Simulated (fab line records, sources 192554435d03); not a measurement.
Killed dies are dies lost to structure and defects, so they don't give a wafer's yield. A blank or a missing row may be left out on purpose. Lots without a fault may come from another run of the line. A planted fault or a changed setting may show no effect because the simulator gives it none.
Chamber matching | flow n5_finfet | N5_BEOL_M11_PECVD_70 on pecvd-03: 3 sister chambers
The step deposits SiO2 from TEOS/O2, target thk 20 nm, time 22.7 s. 18 wafers are shown with their chamber, then 9 later ones without.

WAFERS WITH THEIR CHAMBER
wafer  | chamber | throttle_valve_pct (%) | showerhead_plenum_p_Torr (Torr) | rf_fwd_power_W (W)
L081.2 | 0       | 23.6                   | 8.70                            | 442.1
L081.4 | 1       | 24.6                   | 8.77                            | 445.5
L081.6 | 0       | 23.3                   | 8.69                            | 441.6
L083.1 | 0       | 23.7                   | 8.70                            | 443.2
L083.2 | 1       | 24.5                   | 8.75                            | 447.5
L083.5 | 1       | 24.5                   | 8.75                            | 446.8
L084.1 | 0       | 23.5                   | 8.70                            | 443.8
L084.4 | 2       | 22.1                   | 8.77                            | 444.4
L084.5 | 0       | 23.7                   | 8.71                            | 442.6
L082.2 | 1       | 24.6                   | 8.75                            | 447.6
L082.3 | 0       | 23.6                   | 8.71                            | 443.0
L082.4 | 1       | 24.5                   | 8.77                            | 447.9
L086.3 | 0       | 23.6                   | 8.68                            | 442.5
L086.4 | 2       | 21.9                   | 8.76                            | 447.5
L086.5 | 0       | 23.6                   | 8.69                            | 444.8
L085.2 | 0       | 23.8                   | 8.69                            | 443.0
L085.4 | 2       | 22.0                   | 8.77                            | 444.2
L085.5 | 0       | 23.8                   | 8.70                            | 443.0

SIGNATURES (means of the wafers above)
reading                  | chamber 0 | chamber 1 | chamber 2 | scatter within a chamber
throttle_valve_pct       | 23.620    | 24.540    | 22.000    | 0.123
showerhead_plenum_p_Torr | 8.6970    | 8.7580    | 8.7667    | 0.00951
rf_fwd_power_W           | 442.960   | 447.060   | 445.367   | 1.08
Rule: a wafer's distance from a chamber is the root of the sum, over the readings, of the square of ((its reading less the chamber's mean) divided by the reading's scatter). The wafer belongs to the nearest chamber; if the next one is less than 2 further off, it can't be placed. The scatter: the root of (the sum of the squares of (reading less its chamber's mean) over the shown wafers, divided by (wafers less chambers)).

WAFERS WITHOUT THEIR CHAMBER
wafer  | throttle_valve_pct (%) | showerhead_plenum_p_Torr (Torr) | rf_fwd_power_W (W)
L091.1 | 23.5                   | 8.68                            | 444.6
L091.3 | 24.8                   | 8.77                            | 446.4
L091.6 | 23.6                   | 8.71                            | 446.2
L093.2 | 22.1                   | 8.80                            | 445.6
L093.3 | 24.5                   | 8.76                            | 447.8
L093.6 | 23.5                   | 8.69                            | 442.5
L094.1 | 23.4                   | 8.68                            | 442.7
L094.4 | 24.6                   | 8.75                            | 447.3
L094.5 | 23.6                   | 8.72                            | 444.2

WHICH CHAMBER EACH WENT THROUGH
wafer  | from the rows above | in truth
L091.1 | 0                   | 0
L091.3 | 1                   | 1
L091.6 | 0                   | 0
L093.2 | 2                   | 2
L093.3 | 1                   | 1
L093.6 | 0                   | 0
L094.1 | 0                   | 0
L094.4 | 1                   | 1
L094.5 | 0                   | 0
Placed correctly: 9 of 9. Can't be placed from these rows: 0. Placed wrongly: 0.
